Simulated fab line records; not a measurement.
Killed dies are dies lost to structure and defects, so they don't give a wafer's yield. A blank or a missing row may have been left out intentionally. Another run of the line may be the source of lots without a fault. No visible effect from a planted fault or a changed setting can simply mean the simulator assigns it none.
Comparing a struck lot with a sound one	flow n5-finfet	16 steps out of a route of 1938
Sound: wafers L717.1, L717.3, L717.4. Wafers struck: L725.4, L725.5, L725.6. The cause is named last.
Order at every step that has rows: each side's tool, ch and its chambers, its first start. Under that, the readings that differ: sound wafers	struck wafers	difference of the means	sigmas: that difference in standard deviations of wafers without a fault.
alike: readings with means less than 2 such deviations apart, plus words and numbers identical on both sides. not compared: withheld readings, readings lacking a value on some wafer, bounds such as >300 that could conceal the same value, and numbers that have no deviation in the record and whose values overlap.
The two part at a step that has a row with sigmas, a row that says differs or no value, or rows on one side only. Non-overlapping numbers with no deviation appear without sigmas and do not part them. Lack of a reading on every wafer of one side parts them only where that side has two or more wafers.

first, 1 step without rows for these wafers: N5_BEOL_M0_SAQP_MANDREL1_REMOVE_100 (chemistry HBr/Cl2/O2, target a-Si, stops on SiNx, bt time 10 s).
N5_BEOL_M0_SAQP_CD_MEAS_25: the cd target is 13.1 nm.
  sound on cd-sem-03 ch 0, day 7 23:11; struck on cd-sem-02 ch 0, day 9 21:11
  alike: cd-nm
then, 1 step without rows for these wafers: N5_BEOL_M0_SAQP_ETCH_101 (etches SiNx in CH3F/O2, target depth 29.9 nm, time 42.7 s).
N5_BEOL_M0_SAQP_ETCH_102: etches SiO2 in CF4, target depth 4 nm, time 4.4 s.
  sound on rie-si-01 ch 1,2,3, day 7 23:20; struck on rie-si-03 ch 1,2,3, day 9 21:19
  alike: drypump-motor-current-A, oes-product-au, throttle-valve-pct
  not compared: rf-hours-counter-h
N5_BEOL_M0_SAQP_MANDREL_ETCH_103: etches a-Si in HBr/Cl2, stops on SiCN, target depth 45 nm, bt time 10 s, time 27 s.
  sound on rie-si-01 ch 1,2,3, day 7 23:23; struck on rie-si-03 ch 1,2,3, day 9 21:22
  alike: drypump-motor-current-A, oes-product-au, throttle-valve-pct
  not compared: rf-hours-counter-h
then, 4 steps without rows for these wafers: N5_BEOL_M0_SAQP_RECESS_104 (chemistry HF/NH3, target SiO2, target depth 18 nm, afs cycles 3, sublimation time 60 s); N5_BEOL_M0_SAQP_COAT_105 (time 60 s, resist thk 100 nm); N5_BEOL_M0_SAQP_ETCH_106 (etches SOC in N2/H2, stops on SiNx, target depth 150 nm); N5_BEOL_M0_SAQP_ETCH_107 (etches SiNx in CH3F/O2, target depth 30 nm).
N5_BEOL_M0_SAQP_STRIP_108: strips in N2/H2.
  sound on rie-diel-04 ch 0,2,3, day 8 00:20; struck on rie-diel-04 ch 1,2,3, day 9 22:00
reading	sound	struck	difference	sigmas
rf-hours-counter-h (h)	11 165 166	- - -	no value on the struck wafers	
  alike: drypump-motor-current-A, oes-product-au, rf-vpp-V, showerhead-plenum-p-Torr, temp-c, throttle-valve-pct
N5_BEOL_M0_SAQP_RECESS_109: chemistry HF/NH3, target SiO2, target depth 3 nm, afs cycles 1, sublimation time 60 s.
  sound on vapor-etch-01 ch 0,1, day 8 00:24; struck on vapor-etch-01 ch 0,1, day 9 22:06
  alike: drypump-motor-current-A, temp-c
then, 1 step without rows for these wafers: N5_BEOL_M0_SAQP_SPACER2_ALD_26 (deposits SiO2, target thk 15 nm, pulse time 1 s, purge time 2 s).
N5_BEOL_M0_SAQP_SPACER2_ETCHBACK_27: etches SiO2 in CHF3/O2, target depth 22.5 nm, time 11.25 s.
  sound on rie-diel-03 ch 0,1,3, day 8 01:05; struck on rie-diel-05 ch 0,1, day 9 22:47
  no value came back on the struck wafers for any of 9 readings (CHF3_flow_sccm (sccm), O2_flow_sccm (sccm) and others); on the sound wafers CHF3_flow_sccm (sccm) reads 49.68 49.91 50.06
reading	sound	struck	difference	sigmas
model.a-Si_of_BEOL_M0_SAQP_PECVD_96.thk-nm (nm)	42.6 41.8 42.8	44.4 44.6 44.2	+2.0	
N5_BEOL_M0_SAQP_MANDREL2_REMOVE_110: chemistry HBr/Cl2/O2, target a-Si, stops on SiCN, bt time 10 s.
  sound on rie-si-02 ch 0,2,3, day 8 01:11; struck on rie-si-01 ch 0,1,3, day 9 22:52
  alike: drypump-motor-current-A, oes-product-au, throttle-valve-pct
  not compared: rf-hours-counter-h
N5_BEOL_M4_RC_MEAS_101:
  the record has rows for the sound wafers here (prober-01 ch 0, day 11 06:16) and none for the struck ones
-- record jumps: 7 days separate the struck wafers' starts on either side; left off in module BEOL_M4, taken up again in module PASSIVATION, whose first shown step is the route's number 1936 --
N5_PASSIVATION_PROBE_49:
  sound on prober-01 at day 15 20:25; struck on prober-02 at day 17 10:39
reading	sound	struck	difference	sigmas
defect-limited-yield (%)	94.4 90.1 91.2	0 0 0	-92	-66
killed_at_M0_to_M3	21 34 41	1107 1109 1127	+1082	+99 or more
killed-dies	66 117 104	1180 1180 1180	+1084	+64
killed-on-rim	10 18 15	152 152 152	+138	+35
sort_bin_5_function (%)	3.5 5.8 5.4	96.4 95.9 96.7	+91.4	+98
sort-n-pass	1114 1063 1076	0 0 0	-1084	-64
sort-yield-pct (%)	94.4 90.1 91.2	0 0 0	-92	-66
  alike: killed_at_M4_up, killed-at-contacts, killed-at-front-end, killed-at-other, killed-open, killed-short, sort_bin_6_memory

## WHERE THEY PART
At N5_BEOL_M0_SAQP_STRIP_108 first; at N5_PASSIVATION_PROBE_49 last (within this record only).

WHY: whatever the simulator had introduced
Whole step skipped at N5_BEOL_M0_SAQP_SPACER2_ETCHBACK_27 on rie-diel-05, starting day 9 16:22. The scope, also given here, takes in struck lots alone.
